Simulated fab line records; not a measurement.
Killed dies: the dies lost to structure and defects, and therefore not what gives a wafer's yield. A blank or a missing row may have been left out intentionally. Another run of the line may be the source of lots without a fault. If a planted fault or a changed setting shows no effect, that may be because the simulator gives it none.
Chamber matching	flow nand-harc	NHARC_A_STAIRCASE_ETCHBACK_157 on rie-diel-08: 4 sister chambers
The step etches the open film in CH3F/O2, target depth 90 nm, time 167.14 s. 20 wafers are shown with their chamber, then 10 later ones without.

== WAFERS WITH THEIR CHAMBER ==
wafer	chamber	showerhead-plenum-p-Torr (Torr)	rf-vpp-V (V)	oes-product-au (a.u.)
L075.2	1	2.38	243.4	1.00
L075.4	2	2.63	245.3	1.01
L075.6	3	2.29	241.0	1.00
L078.3	1	2.38	244.3	1.01
L078.4	2	2.63	246.1	1.01
L078.5	0	2.29	241.5	0.99
L079.2	0	2.29	242.3	1.00
L079.3	2	2.63	246.1	1.01
L079.5	1	2.38	243.4	1.00
L082.2	0	2.29	242.9	0.98
L082.3	2	2.63	246.5	1.00
L082.6	0	2.29	242.1	0.99
L083.2	2	2.62	245.1	1.01
L083.4	0	2.29	241.4	1.00
L083.5	1	2.37	243.1	1.02
L088.3	1	2.37	241.9	1.00
L088.4	2	2.62	246.7	1.01
L088.5	1	2.37	242.3	1.01
L089.1	1	2.37	241.5	0.98
L089.4	3	2.28	242.2	0.97

SIGNATURES, as means of the wafers listed above
reading	chamber 0	chamber 1	chamber 2	chamber 3	scatter within a chamber
showerhead-plenum-p-Torr	2.2900	2.3743	2.6267	2.2850	0.00471
rf-vpp-V	242.040	242.843	245.967	241.600	0.794
oes-product-au	0.9920	1.0029	1.0083	0.9850	0.0105
Rule: a wafer lies at a distance from a chamber equal to the root of the sum of squares, over the readings, of (its reading less the chamber's mean, divided by the reading's scatter). If the next closest chamber is less than 2 further off than the closest, the wafer can't be placed; otherwise it belongs to the closest. The scatter is the square root of a quotient: the sum, over the shown wafers, of each reading's squared deviation from its chamber's mean, divided by wafers minus chambers.

== WAFERS MISSING THEIR CHAMBER ==
wafer	showerhead-plenum-p-Torr (Torr)	rf-vpp-V (V)	oes-product-au (a.u.)
L089.5	2.62	245.5	0.97
L085.1	2.62	247.6	0.93
L085.3	2.28	240.6	0.93
L085.6	2.28	241.7	0.93
L094.4	2.28	242.7	0.92
L094.5	2.27	242.4	0.93
L094.6	2.61	246.1	0.93
L097.3	2.61	245.7	0.93
L097.4	2.61	248.0	0.93
L097.6	2.36	242.8	0.93

== THE CHAMBER EACH PASSED THROUGH ==
wafer	from the rows above	in truth
L089.5	2	2
L085.1	2	2
L085.3	can't be placed: 3 or 0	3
L085.6	can't be placed: 3 or 0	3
L094.4	can't be placed: 3 or 0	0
L094.5	can't be placed: 3 or 0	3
L094.6	2	2
L097.3	2	2
L097.4	2	2
L097.6	1	1
Correctly placed: 6 of 10. Cannot be placed on the basis of these rows: 4; the candidates contain the true chamber in 4. Number placed wrongly: 0.
